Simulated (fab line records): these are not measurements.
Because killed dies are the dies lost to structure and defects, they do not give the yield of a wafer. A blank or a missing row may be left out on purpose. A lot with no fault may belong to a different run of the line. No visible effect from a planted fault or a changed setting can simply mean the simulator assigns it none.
Matching of chambers ; flow n5 finfet ; rie diel-04 running N5_BEOL_M4_DESCUM_33: 4 sister chambers
The step chemistry O2, time 7 s. 18 wafers are shown with their chamber, then 9 later ones without.

WAFERS, EACH WITH ITS CHAMBER
wafer;chamber;showerhead plenum p Torr (Torr);throttle valve pct (%);oes product au (a.u.)
L077.1;1;2.07;20.39;0.70
L077.5;1;2.07;20.40;0.69
L077.6;2;2.23;20.32;0.96
L078.1;1;2.07;20.40;0.70
L078.2;0;2.07;20.87;0.69
L078.3;3;1.99;20.18;0.74
L081.1;3;1.99;20.17;0.73
L081.2;2;2.22;20.30;0.93
L081.6;3;1.99;20.19;0.73
L082.2;1;2.07;20.40;0.69
L082.5;3;1.99;20.19;0.73
L082.6;1;2.07;20.40;0.69
L085.3;2;2.22;20.35;0.90
L085.4;3;1.98;20.21;0.72
L085.5;3;1.98;20.20;0.72
L088.1;0;2.06;20.54;0.96
L088.3;2;2.22;20.36;0.89
L088.4;1;2.06;20.43;0.68

SIGNATURES, as means of the wafers listed above
reading;chamber 0;chamber 1;chamber 2;chamber 3;scatter within a chamber
showerhead plenum p Torr;2.0650;2.0683;2.2225;1.9867;0.00494
throttle valve pct;20.7050;20.4033;20.3325;20.1900;0.0647
oes product au;0.8250;0.6917;0.9200;0.7283;0.0535
Rule: distance of a wafer from a chamber = root of the sum over the readings of ((wafer's reading minus chamber's mean) / reading's scatter) squared. The wafer belongs to the nearest chamber; if the next one is less than 2 further off, it can't be placed. The scatter: take each reading less its chamber's mean, square it, sum over the shown wafers, divide by the number of wafers less the number of chambers, and take the root.

WAFERS WHOSE CHAMBER IS MISSING
wafer;showerhead plenum p Torr (Torr);throttle valve pct (%);oes product au (a.u.)
L091.1;2.06;20.41;0.67
L091.5;2.22;20.33;0.88
L091.6;2.06;20.42;0.68
L090.1;2.06;20.44;0.68
L090.3;1.98;20.22;0.72
L090.5;1.98;20.22;0.71
L092.1;2.06;20.45;0.67
L092.2;1.98;20.23;0.71
L092.3;2.21;20.36;0.87

CHAMBER TAKEN BY EACH
wafer;from the rows above;in truth
L091.1;1;1
L091.5;2;2
L091.6;1;1
L090.1;1;1
L090.3;3;3
L090.5;3;3
L092.1;1;1
L092.2;3;3
L092.3;2;2
9 of 9 placed correctly. Not placeable from these rows: 0. Wrongly placed: 0.
